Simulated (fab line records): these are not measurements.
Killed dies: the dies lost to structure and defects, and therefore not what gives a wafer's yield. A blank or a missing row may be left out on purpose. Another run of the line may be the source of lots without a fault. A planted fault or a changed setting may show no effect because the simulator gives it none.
What tool caused it?	flow n5_finfet	Sampling: 9 lots, 27 wafers, 7 of 1938 route steps

WHAT EACH GAUGE READ, for each wafer
N5_BEOL_M2_INSPECT_59: inspects for defects (darkfield). Usual: raw_defect_count 73, standard deviation 23.
lot	measured	on	raw_defect_count	flag
L112	day 7 19:50	defect_inspect-02	49 124 66	
L114	day 8 01:38	defect_inspect-02	83 97 73	
L116	day 8 17:28	defect_inspect-01	63 44 65	
L117	day 8 22:05	defect_inspect-02	96 71 97	
L119	day 9 18:42	defect_inspect-02	55 98 117	
L120	day 9 21:49	defect_inspect-02	72 52 70	
L123	day 10 14:28	defect_inspect-02	52 44 88	
L124	day 10 21:19	defect_inspect-02	80 104 96	
L127	day 11 13:50	defect_inspect-02	1209 1217 38	OFF

N5_BEOL_M3_INSPECT_13: inspects for defects (brightfield). Usual: raw_defect_count 413, standard deviation 83.
lot	measured	on	raw_defect_count	flag
L112	day 7 21:20	defect_inspect-01	311 417 325	
L114	day 8 04:31	defect_inspect-01	246 349 388	
L116	day 8 18:48	defect_inspect-01	389 385 382	
L117	day 9 00:37	defect_inspect-02	554 409 518	
L119	day 9 21:28	defect_inspect-01	267 388 374	
L120	day 10 00:28	defect_inspect-02	421 375 327	
L123	day 10 17:57	defect_inspect-02	427 415 551	
L124	day 11 00:02	defect_inspect-01	340 344 501	
L127	day 11 15:07	defect_inspect-02	1473 1596 382	OFF

N5_BEOL_M4_RC_MEAS_101. Usual: DIBL_N 35.3 mV/V, standard deviation 1.5; DIBL_P 35.3 mV/V, standard deviation 1.9; IOFF_N 0.145 nA/um, standard deviation 0.027; IOFF_P 0.20 nA/um, standard deviation 0.033; ION_N 670 uA/um, standard deviation 12; ION_P 462 uA/um, standard deviation 6.8; SS_N 71.3 mV/dec, standard deviation 0.6; SS_P 73.1 mV/dec, standard deviation 0.7; VT_N 251 mV, standard deviation 3.4; VT_P -251 mV, standard deviation 3.2.
lot	measured	on	DIBL_N (mV/V)	DIBL_P (mV/V)	IOFF_N (nA/um)	IOFF_P (nA/um)	ION_N (uA/um)	ION_P (uA/um)	SS_N (mV/dec)	SS_P (mV/dec)	VT_N (mV)	VT_P (mV)	flag
L112	day 9 00:02	prober-02	33.6 36.0 35.5	35.7 38.2 37.7	0.140 0.180 0.182	0.19 0.24 0.22	675 683 686	461 466 462	70.7 71.5 71.5	74.2 73.6 74.4	247 245 246	-252 -249 -248	
L114	day 9 14:56	prober-02	34.1 35.1 35.1	32.8 32.7 32.5	0.123 0.135 0.121	0.19 0.19 0.18	667 666 654	463 460 452	70.3 70.8 70.6	72.7 72.9 72.9	251 249 253	-251 -251 -252	
L116	day 10 16:01	prober-02	39.0 35.8 36.0	40.1 36.8 36.7	0.230 0.172 0.174	0.33 0.25 0.25	693 676 679	476 474 471	72.4 72.2 71.8	75.6 73.9 73.8	247 245 252	-242 -241 -246	
L117	day 10 06:46	prober-01	34.0 35.1 34.4	34.3 34.7 34.0	0.135 0.151 0.135	0.19 0.20 0.19	681 682 681	471 466 467	70.8 70.5 70.9	72.8 72.7 71.7	251 246 252	-250 -248 -250	
L119	day 11 00:26	prober-01	35.3 32.1 34.6	35.3 31.7 35.5	0.149 0.108 0.132	0.23 0.17 0.21	674 662 664	465 460 462	71.1 70.5 71.6	73.4 71.9 72.2	251 254 253	-250 -250 -246	
L120	day 11 01:06	prober-02	33.6 33.6 34.0	32.8 33.8 34.8	0.111 0.130 0.126	0.17 0.20 0.20	659 674 656	452 474 458	70.7 70.3 71.2	71.5 72.5 72.3	256 249 255	-253 -250 -248	
L123	day 11 22:42	prober-02	35.4 33.1 32.8	36.4 33.2 33.1	0.139 0.101 0.107	0.19 0.15 0.15	662 649 663	460 449 449	71.7 71.2 71.0	73.9 72.4 72.7	252 256 256	-250 -253 -255	
L124	day 11 19:53	prober-01	36.2 34.2 35.7	36.4 35.0 36.0	0.143 0.112 0.139	0.19 0.17 0.19	669 657 677	458 459 465	71.5 71.6 70.9	73.0 72.5 73.7	250 255 251	-252 -251 -252	
L127	day 13 03:14	prober-01	35.8 34.0 37.7	35.4 33.6 37.9	0.139 0.103 0.166	0.19 0.17 0.23	667 641 659	461 449 453	71.4 71.2 71.9	72.9 73.1 73.5	256 257 251	-252 -254 -252	

EACH LOT AND THE TOOL THAT RAN IT (in order: tool; ch and the chambers of the sampled wafers; start)
lot	N5_BEOL_M2_SPUTTER_94	N5_BEOL_M2_SPUTTER_96	N5_BEOL_M2_PRE_CLEAN_60	N5_BEOL_M2_PRE_CLEAN_56
L112	pvd_sputter-02, day 7 18:33	pvd_sputter-02, day 7 18:46	cvd_co-01 ch 1,2, day 7 19:35	pecvd-01 ch 0,1,2, day 7 19:43
L114	pvd_sputter-01, day 8 00:20	pvd_sputter-01, day 8 00:34	cvd_co-01 ch 0,1,2, day 8 01:23	pecvd-01 ch 1,2, day 8 01:31
L116	pvd_sputter-02, day 8 16:10	pvd_sputter-02, day 8 16:23	cvd_co-01 ch 0,1, day 8 17:13	pecvd-01 ch 1,2, day 8 17:21
L117	pvd_sputter-01, day 8 20:48	pvd_sputter-01, day 8 21:01	cvd_co-02 ch 0,1,2, day 8 21:50	pecvd-04 ch 1,2, day 8 21:59
L119	pvd_sputter-02, day 9 17:22	pvd_sputter-02, day 9 17:35	cvd_co-02 ch 0,2, day 9 18:25	pecvd-02 ch 0,2, day 9 18:33
L120	pvd_sputter-02, day 9 20:11	pvd_sputter-02, day 9 20:25	cvd_co-01 ch 0,1,2, day 9 21:32	pecvd-02 ch 0,2, day 9 21:40
L123	pvd_sputter-02, day 10 12:41	pvd_sputter-02, day 10 12:55	cvd_co-02 ch 0,1, day 10 14:11	pecvd-04 ch 0,1, day 10 14:19
L124	pvd_sputter-03, day 10 19:59	pvd_sputter-03, day 10 20:13	cvd_co-01 ch 0,1, day 10 21:02	pecvd-04 ch 1,2, day 10 21:10
L127	pvd_sputter-02, day 11 12:23	pvd_sputter-02, day 11 12:37	cvd_co-02 ch 0,1, day 11 13:35	pecvd-04 ch 1,2, day 11 13:43
- N5_BEOL_M2_SPUTTER_94: material Cu, target thk 4.5 nm, time 8.29 s.
- N5_BEOL_M2_SPUTTER_96: material Cu, target thk 4.5 nm, time 8.29 s.
- N5_BEOL_M2_PRE_CLEAN_60: time 15 s.
- N5_BEOL_M2_PRE_CLEAN_56: time 15 s.

AS READ BY THE TOOLS THEMSELVES (means over the sampled wafers that have a number; for cases with no such wafer, the mark the record gives instead)
N5_BEOL_M2_SPUTTER_94. Usual: throttle_valve_pct 29.8 %, standard deviation 0.93.
lot	tool	throttle_valve_pct (%)	flag
L112	pvd_sputter-02	29.2	
L114	pvd_sputter-01	30.1	
L116	pvd_sputter-02	29.9	
L117	pvd_sputter-01	28.5	
L119	pvd_sputter-02	30.0	
L120	pvd_sputter-02	29.6	
L123	pvd_sputter-02	29.6	
L124	pvd_sputter-03	30.1	
L127	pvd_sputter-02	29.6	

N5_BEOL_M2_SPUTTER_96. Usual: throttle_valve_pct 29.8 %, standard deviation 0.95.
lot	tool	throttle_valve_pct (%)	flag
L112	pvd_sputter-02	29.2	
L114	pvd_sputter-01	30.0	
L116	pvd_sputter-02	30.1	
L117	pvd_sputter-01	28.6	
L119	pvd_sputter-02	30.1	
L120	pvd_sputter-02	29.7	
L123	pvd_sputter-02	29.5	
L124	pvd_sputter-03	30.0	
L127	pvd_sputter-02	29.6	

N5_BEOL_M2_PRE_CLEAN_60. Usual: heater_power_w 70 W, standard deviation 19; rf_fwd_power_W 296.7 W, standard deviation 0.99.
lot	tool	heater_power_w (W)	rf_fwd_power_W (W)	flag
L112	cvd_co-01	81	297.6	
L114	cvd_co-01	73	295.7	
L116	cvd_co-01	72	296.0	
L117	cvd_co-02	69	297.1	
L119	cvd_co-02	88	296.6	
L120	cvd_co-01	72	297.4	
L123	cvd_co-02	61	297.5	
L124	cvd_co-01	62	295.0	
L127	cvd_co-02	61	297.4	

N5_BEOL_M2_PRE_CLEAN_56. Usual: rf_fwd_power_W 295.4 W, standard deviation 1.5.
lot	tool	rf_fwd_power_W (W)	flag
L112	pecvd-01	296.1	
L114	pecvd-01	296.4	
L116	pecvd-01	295.4	
L117	pecvd-04	293.5	
L119	pecvd-02	295.9	
L120	pecvd-02	298.0	
L123	pecvd-04	295.2	
L124	pecvd-04	292.8	
L127	pecvd-04	293.5	

THE ANSWER, worked out from the rows above alone
Rule: lot off if the mean of its wafers having a number is beyond 3 standard deviations from the usual mean. A lot without any number at a reading at which 4 lots or more have one is off too. Any other lot the step has rows for is counted as sound. The gauges are gone through in route order, then the tools' own readings, and for those a lot's mean is taken as printed above. At the first step where some lot is off, the reading lying furthest off is the one used; lots without a number count as furthest.
Off, at N5_BEOL_M2_INSPECT_59 on raw_defect_count: L127.
If a tool, at a process step before that reading, ran all the lots that are off and no sound lot after the first of them, it fits. The gauges at N5_BEOL_M2_INSPECT_59 are tried like those tools. Can't be told from this: 4 tools fit, pvd_sputter-02 at N5_BEOL_M2_SPUTTER_94 and N5_BEOL_M2_SPUTTER_96, cvd_co-02 at N5_BEOL_M2_PRE_CLEAN_60, pecvd-04 at N5_BEOL_M2_PRE_CLEAN_56, defect_inspect-02 at N5_BEOL_M2_INSPECT_59.

WHAT HAD BEEN PUT IN BY THE SIMULATOR
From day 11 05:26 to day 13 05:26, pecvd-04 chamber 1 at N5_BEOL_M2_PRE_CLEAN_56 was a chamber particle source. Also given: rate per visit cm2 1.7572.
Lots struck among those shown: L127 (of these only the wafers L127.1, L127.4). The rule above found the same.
